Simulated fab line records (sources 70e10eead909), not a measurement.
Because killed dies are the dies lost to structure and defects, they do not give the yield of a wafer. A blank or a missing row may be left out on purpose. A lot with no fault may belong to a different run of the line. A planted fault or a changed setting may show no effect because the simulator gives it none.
Matching of chambers :: flow nand_harc :: NHARC_P_ZERO_WELL_DESCUM_13 on rie_diel-04: 4 sister chambers
The step chemistry O2, time 3 s. 4 wafers are shown with their chamber, then 9 later ones without.

WAFERS WITH THEIR CHAMBER
wafer: L081.6
chamber: 3
showerhead_plenum_p_Torr (Torr): 1.81

wafer: L083.1
chamber: 0
showerhead_plenum_p_Torr (Torr): 1.80

wafer: L083.4
chamber: 1
showerhead_plenum_p_Torr (Torr): 1.92

wafer: L083.5
chamber: 2
showerhead_plenum_p_Torr (Torr): 1.76

WAFERS MISSING THEIR CHAMBER
wafer: L085.1
showerhead_plenum_p_Torr (Torr): 1.92

wafer: L085.4
showerhead_plenum_p_Torr (Torr): 1.81

wafer: L085.6
showerhead_plenum_p_Torr (Torr): 1.81

wafer: L086.2
showerhead_plenum_p_Torr (Torr): 1.92

wafer: L086.4
showerhead_plenum_p_Torr (Torr): 1.76

wafer: L086.6
showerhead_plenum_p_Torr (Torr): 1.76

wafer: L093.1
showerhead_plenum_p_Torr (Torr): 2.07

wafer: L093.4
showerhead_plenum_p_Torr (Torr): 1.79

wafer: L093.6
showerhead_plenum_p_Torr (Torr): 1.80

WHICH CHAMBER EACH WENT THROUGH
wafer: L085.1
from the rows above: 1
in truth: 1

wafer: L085.4
from the rows above: can't be placed: 3 or 0 or 2
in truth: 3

wafer: L085.6
from the rows above: can't be placed: 3 or 0 or 2
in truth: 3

wafer: L086.2
from the rows above: 1
in truth: 1

wafer: L086.4
from the rows above: can't be placed: 2 or 0 or 3
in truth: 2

wafer: L086.6
from the rows above: can't be placed: 2 or 0 or 3
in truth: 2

wafer: L093.1
from the rows above: 1
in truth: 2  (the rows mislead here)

wafer: L093.4
from the rows above: can't be placed: 0 or 3 or 2
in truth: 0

wafer: L093.6
from the rows above: can't be placed: 0 or 3 or 2
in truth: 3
Correct placement for 2 of the 9. Unplaceable from these rows: 6, with the true chamber sitting among the candidates in 6. Placed wrongly: 1.
How it was worked out, from the rows above alone: a wafer's distance from a chamber is the root of the sum, over the readings, of the square of ((its reading less the chamber's mean) divided by the reading's scatter). The wafer belongs to the nearest chamber; if the next one is less than 2 further off, it can't be placed. The mean given for a chamber averages the wafers shown for that chamber. The scatter: root of mean squared gap, hidden wafer to nearest shown wafer, with one shown wafer a chamber.
